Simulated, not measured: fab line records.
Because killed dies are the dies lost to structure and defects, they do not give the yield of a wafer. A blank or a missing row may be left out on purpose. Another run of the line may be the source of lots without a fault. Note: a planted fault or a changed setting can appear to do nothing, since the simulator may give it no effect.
fab line records -- flow n5Finfet
record lots=4, wafers=11, lastDay=18
route steps=1938 shown DUMMY_GATE@248 SPACER0@258 SD_EPI_N@262 BEOL_M4@1111 PASSIVATION@1936
lots that met no fault: from a run of the same line without faults
startH: hours from the record's first day to the start of the lot's first wafer shown -- waitH: how many hours have passed since the lot's step before this one -- " as in the row above -- L1.1+2: a single row standing in for several wafers -- - either no value or no given start -- * or withheld: withheld -- < > ~ a bound
route shown NAME@n: NAME is a module with steps in the file, n the number in the route of the first one -- usual: mean/standard deviation of fault-free wafers -- same: alike in all rows -- chamber/n: place in a boat -- sites: readings site by site -- _std_site: their standard deviation -- _edge_site: inner sites' mean taken away from outer sites' mean -- radiusMm: how far each site lies from the wafer's centre -- mask NAME#n: copy n -- behind: the tool/chamber that last shaped the wafer -- hold: why the lot went on hold/how many hours it stayed there/how the hold came to an end -- device: the n, p or np transistor that did not switch -- end of line: tests of these same wafers at the route's end -- a step with no rows: only its recipe -- killed: dies lost to structure and defects at the first sort, not the wafer's yield -- map: a wafer's dies, marking killed ones x, the rest . and places with no die _
set.NAME: the run value of the setting; set.NAME@STEP: its run value at that earlier step -- model.NAME: the simulator's own value behind a step, which no gauge read
certain route steps with their lots: each step a table, each wafer a row
services: a tool's chamber out of use, with start hour (startH, from the record's first day; less than 0 if before it), hours out, and reason
## steps
# step N5_DUMMY_GATE_ETCH_44
# recipe chemistry=HBr/O2, overEtchFrac=0.7, targetDepthA=1275, stopOn=SiO2, ionEnergyEv=60, biasW=20, target=poly-Si, maskMaterial=SiO2, pressureMtorr=20, icpW=400, HBr_flow_sccm=120, O2_flow_sccm=10
# step N5_DUMMY_GATE_ETCH_42
# recipe chemistry=CHF3/O2, target=SiO2, targetDepthA=35, timeS=31, ionEnergyEv=30, biasW=12, pressureMtorr=30, sourceW=600, Ar_flow_sccm=200, CHF3_flow_sccm=50, O2_flow_sccm=5
# step N5_DUMMY_GATE_STRIP_48
# recipe chemistry=N2/H2, timeS=20, powerW=100, tempC=40, pressureMtorr=100, rfFrequencyHz=6e+07, biasPowerW=3, n2FlowSccm=300, h2FlowSccm=300
# step N5_DUMMY_GATE_PRECLEAN_33
# recipe chemistry=dHF, timeS=10, dilution=750:1, tempC=25
# step N5_DUMMY_GATE_PRECLEAN_25
# recipe chemistry=O3/DIW, timeS=45, tempC=22, o3Ppm=10
# step N5_DUMMY_GATE_PRECLEAN_51
# recipe chemistry=SC2, timeS=45, tempC=35, mix=1:1:50
# step N5_DUMMY_GATE_SRD_26
# recipe dry=ipaMarangoni, timeS=30, tempC=23, rinseLiquid=diw
# step N5_DUMMY_GATE_UV_OZONE_45
# recipe timeS=120, pressureTorr=760, tempC=25
# step N5_SPACER0_ALD_07
# recipe material=SiNx, targetThkA=20, tempC=400, aldPrecursorFamily=SiH2I2, aldCoReactant=N2/H2-plasma, pressureTorr=2
# step N5_SPACER0_ALD_00
# recipe material=SiOCN, targetThkA=35, tempC=400, aldPrecursorFamily=alkyl-aminosilane, aldCoReactant=O2/N2-plasma, pulseTimeS=3, purgeTimeS=2, coReactantPurgeTimeS=2, aldCycles=58, pressureTorr=2
# step N5_SPACER0_ALD_08
# recipe material=SiNx, targetThkA=20, tempC=400, aldPrecursorFamily=SiH2I2, aldCoReactant=N2/H2-plasma, pressureTorr=2
# usual heaterPowerW=843/53, susceptorTempC=400.02/0.21
lot.wafer,tool,chamber,startH,waitH,heaterPowerW,sinceWetCleanH,susceptorTempC,model.SiNx_of_SPACER0_ALD_08.thkNm
L801.2,aldSin-04,0,84.39,0.1,970,365,399.70,2
L801.3,aldSin-04,2,84.39,0.1,829,365,400.11,2
L801.4,aldSin-04,1,84.39,0.1,788,365,400.01,2
L812.4,aldSin-04,0,149.65,0.1,937,50,399.77,1.6
L812.5,aldSin-04,0,149.65,0.1,907,-,399.77,2
L813.1,aldSin-04,3,155.97,0.1,797,56,400.09,1.6
L813.4,aldSin-04,0,155.97,0.1,931,56,400.07,1.6
L813.5,aldSin-04,0,155.97,0.1,923,-,399.86,2
L816.2,aldSin-01,1,172.95,0.1,820,165,400.09,2
L816.3,aldSin-01,0,172.95,0.1,796,165,400.29,2
L816.5,aldSin-01,3,172.95,0.1,885,-,400.30,2
# step N5_SD_EPI_N_COAT_32
# recipe resist=SOC, tempC=250, timeS=60, spinRpm=1500, resistThkNm=350
# step N5_SD_EPI_N_COAT_33
# recipe resist=SiARC, tempC=220, timeS=60, spinRpm=1500, resistThkNm=35
# step N5_SD_EPI_N_COAT_03
# recipe resist=CAR-ArF-block, spinRpm=1500, resistThkNm=150
# step N5_SD_EPI_N_EBR_05
# recipe solvent=PGMEA, ebrWidthMm=1.5
# step N5_SD_EPI_N_SOFTBAKE_04
# recipe tempC=110, timeS=60, resist=CAR-ArF-block
# step N5_SD_EPI_N_EXPOSE_06
# recipe maskId=SD_N_BLK, na=1.35, sourceShape=conventional, sigmaOuter=0.8, polarization=unpolarized, targetCdNm=120, doseMj=39.75
# step N5_SD_EPI_N_PEB_07
# recipe pebTempC=110, pebTimeS=60, resist=CAR-ArF-block
# step N5_SD_EPI_N_DEVELOP_08
# recipe developTimeS=30, developer=TMAH, resist=CAR-ArF-block, devTempC=23, rinseLiquid=diw, dry=airSpin
# step N5_SD_EPI_N_DESCUM_14
# recipe chemistry=O2, timeS=7.9, sourcePowerW=50, biasPowerW=20, pressureMtorr=20, rfFrequencyHz=2.712e+07, tempC=40, resist=CAR-ArF-block, o2FlowSccm=225
# step N5_SD_EPI_N_ETCH_34
# recipe chemistry=CF4, target=SiARC, targetDepthA=455, maskMaterial=CAR-ArF-block, timeS=75.8, ionEnergyEv=80, pressureMtorr=40, sourceW=545, biasW=36, Ar_flow_sccm=100, cf4FlowSccm=100, ends=cleared
# step N5_SD_EPI_N_ETCH_35
# recipe chemistry=N2/H2, target=SOC, overetchA=1080, maskMaterial=SiARC, tempC=40, ionEnergyEv=100, sourceW=3000, biasW=133, pressureMtorr=20, timeS=486, n2FlowSccm=200, h2FlowSccm=200
# step N5_SD_EPI_N_STRIP_36
# recipe chemistry=N2/H2, tempC=40, n2FlowSccm=200, h2FlowSccm=200, rfFrequencyHz=6e+07
# step N5_SD_EPI_N_ETCHBACK_44
# recipe chemistry=CH3F/O2, mode=anisotropicEtchback, target=SiNx, targetDepthA=145, stopOn=SiO2, overEtchFrac=0.3, ionEnergyEv=120, pressureMtorr=30, sourceW=395, biasW=73, Ar_flow_sccm=150, CH3F_flow_sccm=30, O2_flow_sccm=20
# step N5_SD_EPI_N_ETCH_45
# recipe chemistry=CH3F/O2, target=SiOCN, targetDepthA=60, maskMaterial=SOC, ionEnergyEv=60, biasW=29, pressureMtorr=15, sourceW=410, Ar_flow_sccm=150, CH3F_flow_sccm=30, O2_flow_sccm=20
# step N5_SD_EPI_N_ETCH_16
# recipe chemistry=CHF3/O2, target=SiO2, targetDepthA=50, maskMaterial=SOC, pressureMtorr=30, sourceW=650, biasW=170, Ar_flow_sccm=200, CHF3_flow_sccm=50, O2_flow_sccm=5, ionEnergyEv=200
# step N5_SD_EPI_N_STRIP_47
# recipe chemistry=CHF3/O2, resist=SiARC, rfFrequencyHz=6e+07
# step N5_SD_EPI_N_SD_RECESS_17
# recipe chemistry=HBr/Cl2/O2, targetDepthA=410, maskMaterial=SOC, timeS=23.7, btTimeS=3, pressureMtorr=10, icpW=800, biasW=112, HBr_flow_sccm=150, Cl2_flow_sccm=80, O2_flow_sccm=12
# step N5_SD_EPI_N_STRIP_38
# recipe chemistry=N2/H2, powerW=1000, tempC=250, h2Frac=0.65, overashFraction=0.3, pressureMtorr=withheld, n2FlowSccm=1750, h2FlowSccm=3250
# step N5_SD_EPI_N_WET_ETCH_43
# recipe chemistry=dHF, dilution=withheld, timeS=14, target=SiO2, targetDepthA=15, tempC=25
# same timeS=14
lot.wafer,tool,chamber,startH,waitH,model.SiNx_of_SPACER0_ALD_08.thkNm
L801.2+3+4,wetBench-03,"2,3,6",85.90,-,1.6
L812.4,wetBench-03,4,151.18,-,1
L812.5,wetBench-03,5,151.18,-,1.6
L813.1+4,wetBench-06,"3,1",157.48,-,1
L813.5,wetBench-06,0,157.48,-,1.6
L816.2+3+5,wetBench-03,"7,4,6",174.46,-,1.6
# step N5_SD_EPI_N_STRIP_18
# recipe chemistry=SPM, timeS=750, tempC=130, h2so4H2o2VolRatio=4
# step N5_BEOL_M4_RC_MEAS_101
# usual DIBL_N=36.0/1.6, DIBL_P=35.8/2, IOFF_N=0.152/0.03, IOFF_P=0.20/0.031, ION_N=670/12, ION_P=459/7.4, SS_N=71.5/0.56, SS_P=73.2/0.64, VT_N=251/3.5, VT_P=-252/3.3
lot.wafer,tool,chamber,startH,waitH,DIBL_N[mV/V],DIBL_P[mV/V],IOFF_N[nA/um],IOFF_P[nA/um],ION_N[uA/um],ION_P[uA/um],SS_N[mV/dec],SS_P[mV/dec],VT_N[mV],VT_P[mV]
L801.2,prober-02,0,239.00,0.2,36.8,36.3,0.168,0.19,676,456,71.7,72.9,250,-253
L801.3,prober-02,0,239.00,0.2,37.7,38.8,0.193,0.23,682,463,72.0,74.0,248,-253
L801.4,prober-02,0,239.00,0.2,36.4,36.6,0.169,0.20,684,463,71.2,73.4,249,-254
L812.4,prober-02,0,292.31,0.5,39.5,36.6,0.184,0.22,689,459,72.1,73.1,250,-251
L812.5,prober-02,0,292.31,0.5,34.1,32.0,0.109,0.14,673,459,71.4,71.8,257,-258
L813.1,prober-02,0,294.03,0.0,40.7,41.4,0.265,0.32,707,477,71.9,74.0,242,-244
L813.4,prober-02,0,294.03,0.0,39.1,39.0,0.218,0.26,694,470,71.7,74.4,246,-246
L813.5,prober-02,0,294.03,0.0,39.4,40.1,0.222,0.27,698,474,72.0,74.7,243,-247
L816.2,prober-02,0,316.10,0.2,34.0,34.0,0.109,0.15,661,451,70.5,72.5,257,-254
L816.3,prober-02,0,316.10,0.2,36.6,36.9,0.150,0.18,665,454,70.7,73.3,252,-254
L816.5,prober-02,0,316.10,0.2,33.0,33.0,0.098,0.14,648,449,70.2,72.2,253,-256
# step N5_PASSIVATION_PROBE_49
# usual defectLimitedYield=91.6/1.4, killed_at_M0_to_M3=33/10, killed_at_M4_up=13/5.3, killedAtContacts=13/5.9, killedAtFrontEnd=36/12, killedAtOther=4/3.1, killedDies=99/16, killedOpen=65/13, killedShort=32/7.3, sort_bin_5_function=4.9/0.9, sort_bin_6_memory=3.1/0.66, sortNPass=1081/17, sortYieldPct=91.6/1.4
# same grossDies=1180, killedAtBackSide=0, sort_bin_4_leakage[%]=0, sort_bin_8_speed[%]=0
lot.wafer,tool,chamber,startH,waitH,defectLimitedYield[%],killed_at_M0_to_M3,killed_at_M4_up,killedAtContacts,killedAtFrontEnd,killedAtOther,killedDies,killedOpen,killedShort,sort_bin_5_function[%],sort_bin_6_memory[%],sortNPass,sortYieldPct[%]
L801.2,prober-02,-,335.21,0.1,92.0,35,11,13,33,2,94,61,33,4.2,3.5,1086,92.0
L801.3,prober-02,-,335.26,0.1,90.8,42,12,14,39,1,108,77,30,5.4,3.7,1072,90.8
L801.4,prober-02,-,335.31,0.2,92.6,31,15,11,27,3,87,53,33,4.2,3.0,1093,92.6
L812.4,prober-02,-,394.19,0.2,94.2,13,23,7,23,2,68,48,19,3.3,2.1,1112,94.2
L812.5,prober-02,-,394.24,0.2,94.2,19,9,7,32,2,69,40,23,3.4,2.2,1111,94.2
L813.1,prober-01,-,404.28,0.0,93.4,24,12,5,33,4,78,53,22,3.5,2.9,1102,93.4
L813.4,prober-01,-,404.43,0.2,93.6,24,9,7,27,8,75,46,27,3.7,2.5,1105,93.6
L813.5,prober-01,-,404.48,0.2,94.0,27,9,8,20,7,71,45,22,3.1,2.7,1109,94.0
L816.2,prober-02,-,433.77,0.1,91.4,35,17,10,39,1,102,72,30,5.9,2.1,1078,91.4
L816.3,prober-02,-,433.82,0.1,90.3,43,21,13,34,4,115,76,36,5.3,4.0,1065,90.3
L816.5,prober-02,-,433.92,0.2,92.2,35,10,13,32,2,92,60,30,5.1,2.4,1088,92.2
# killed by level:class
L801.2 BEOL_M0_SAQP:geometricParticle:open=10 MOL_CONTACT_COAG:geometricParticle:open=10 BEOL_M2:geometricParticle:open=8 BEOL_M1:geometricParticle:short=6 STARTING-WAFER:geometricParticle:open=6 FIN_SAQP:geometricParticle:short=5 FIN_SAQP:geometricParticle:open=5 BEOL_M2:geometricParticle:short=4
L801.3 STI_FIN_REVEAL:geometricParticle:open=13 MOL_CONTACT_COAG:geometricParticle:open=12 BEOL_M2:geometricParticle:open=9 BEOL_M1:geometricParticle:open=8 BEOL_M0_SAQP:geometricParticle:short=8 BEOL_M3:geometricParticle:open=7 FIN_SAQP:geometricParticle:open=6 GATE_CUT:geometricParticle:open=5
L801.4 MOL_CONTACT_COAG:geometricParticle:open=7 GATE_CUT:geometricParticle:short=6 BEOL_M1:geometricParticle:open=6 BEOL_M3:geometricParticle:open=6 FIN_SAQP:geometricParticle:short=5 BEOL_M4:geometricParticle:open=5 FIN_SAQP:geometricParticle:open=4 STI_FIN_REVEAL:geometricParticle:open=4
L812.4 BEOL_M4:geometricParticle:open=14 STI_FIN_REVEAL:geometricParticle:open=6 BEOL_M3:geometricParticle:open=6 FIN_SAQP:geometricParticle:open=5 MOL_CONTACT_COAG:geometricParticle:open=5 BEOL_M4:geometricParticle:short=3 FIN_SAQP:geometricParticle:short=2 ILD0:geometricParticle:open=2
L812.5 FIN_SAQP:geometricParticle:open=8 FIN_SAQP:geometricParticle:short=6 MOL_CONTACT_COAG:geometricParticle:open=6 BEOL_M4:geometricParticle:open=6 BEOL_M0_SAQP:geometricParticle:short=5 BEOL_M0_SAQP:geometricParticle:open=4 STI_FIN_REVEAL:geometricParticle:open=3 ILD0:geometricParticle:short=3
L813.1 DUMMY_GATE:geometricParticle:open=10 BEOL_M5:geometricParticle:open=7 BEOL_M1:geometricParticle:open=6 BEOL_M3:geometricParticle:open=6 GATE_CUT:geometricParticle:short=5 FIN_SAQP:geometricParticle:open=4 DUMMY_GATE:geometricParticle:short=4 MOL_CONTACT_COAG:geometricParticle:open=4
L813.4 MOL_CONTACT_COAG:geometricParticle:open=7 BEOL_M3:geometricParticle:open=7 BEOL_M0_SAQP:geometricParticle:open=6 ILD0:geometricParticle:short=4 MIM_BOT:geometricParticle:open=4 STARTING-WAFER:geometricParticle:open=4 GATE_CUT:geometricParticle:short=3 BEOL_M0_SAQP:geometricParticle:short=3
L813.5 MOL_CONTACT_COAG:geometricParticle:open=7 BEOL_M1:geometricParticle:open=7 GATE_CUT:geometricParticle:open=6 BEOL_M3:geometricParticle:open=6 BEOL_M0_SAQP:geometricParticle:short=5 MIM_BOT:geometricParticle:short=5 GATE_CUT:geometricParticle:short=3 BEOL_M0_SAQP:geometricParticle:open=3
L816.2 BEOL_M2:geometricParticle:open=14 FIN_SAQP:geometricParticle:short=10 BEOL_M4:geometricParticle:open=9 FIN_SAQP:geometricParticle:open=8 MOL_CONTACT_COAG:geometricParticle:open=8 DUMMY_GATE:geometricParticle:open=7 BEOL_M0_SAQP:geometricParticle:short=5 BEOL_M0:geometricParticle:open=5
L816.3 BEOL_M0_SAQP:geometricParticle:short=14 MOL_CONTACT_COAG:geometricParticle:open=12 BEOL_M4:geometricParticle:open=9 BEOL_M0_SAQP:geometricParticle:open=8 BEOL_M2:geometricParticle:open=8 FIN_SAQP:geometricParticle:open=6 DUMMY_GATE:geometricParticle:open=5 BEOL_M1:geometricParticle:open=5
L816.5 MOL_CONTACT_COAG:geometricParticle:open=13 BEOL_M3:geometricParticle:open=10 BEOL_M0_SAQP:geometricParticle:open=9 BEOL_M0_SAQP:geometricParticle:short=9 FIN_SAQP:geometricParticle:open=7 FIN_SAQP:geometricParticle:short=7 STARTING-WAFER:geometricParticle:open=6 DUMMY_GATE:geometricParticle:open=3
## services
tool,chamber,startH,hours,kind
aldSin-04,1,65.57,9.8,repair
aldSin-01,-,67.08,14.6,pm
aldSin-01,1,82.93,7.7,repair
aldSin-04,-,85.55,14.0,pm
aldSin-04,0,85.55,14.0,ventCycle
aldSin-04,1,85.55,14.0,ventCycle
aldSin-04,2,85.55,14.0,ventCycle
aldSin-04,3,85.55,14.0,ventCycle
aldSin-01,3,91.63,6.6,repair
aldSin-04,0,99.55,-,clean
aldSin-04,1,99.55,-,clean
aldSin-04,2,99.55,-,clean
aldSin-04,3,99.55,-,clean
## key
firstSign step=N5_BEOL_M4_RC_MEAS_101, reading=DIBL_N, direction=up, sigmas=2.4, usual=36.0, struck=39.8
effect step=N5_BEOL_M4_RC_MEAS_101, reading=IOFF_N, direction=up, sigmas=2.4, usual=0.152, struck=0.222
effect step=N5_BEOL_M4_RC_MEAS_101, reading=IOFF_P, direction=up, sigmas=2.3, usual=0.20, struck=0.27, wafersMoved=1
effect step=N5_BEOL_M4_RC_MEAS_101, reading=ION_N, direction=up, sigmas=2.2, usual=670, struck=697
modelEffect step=N5_SPACER0_ALD_08, value=SiNx_of_SPACER0_ALD_08.thkNm, without=2, struck=1.6
modelEffect step=N5_SD_EPI_N_WET_ETCH_43, value=SiNx_of_SPACER0_ALD_08.thkNm, without=1.6, struck=1
metAt N5_SPACER0_ALD_08
struckWafers L812.4,L813.1,L813.4
onsetBetween 84.39 149.65
fault kind=processParameterDrift, tool=aldSin-04, chamber=-, onsetH=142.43, steps=N5_SPACER0_ALD_08, channel=targetThkA, offset=*, shape=step, endH=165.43, scope=struckWafersOnly, actsIn=*, stated=*
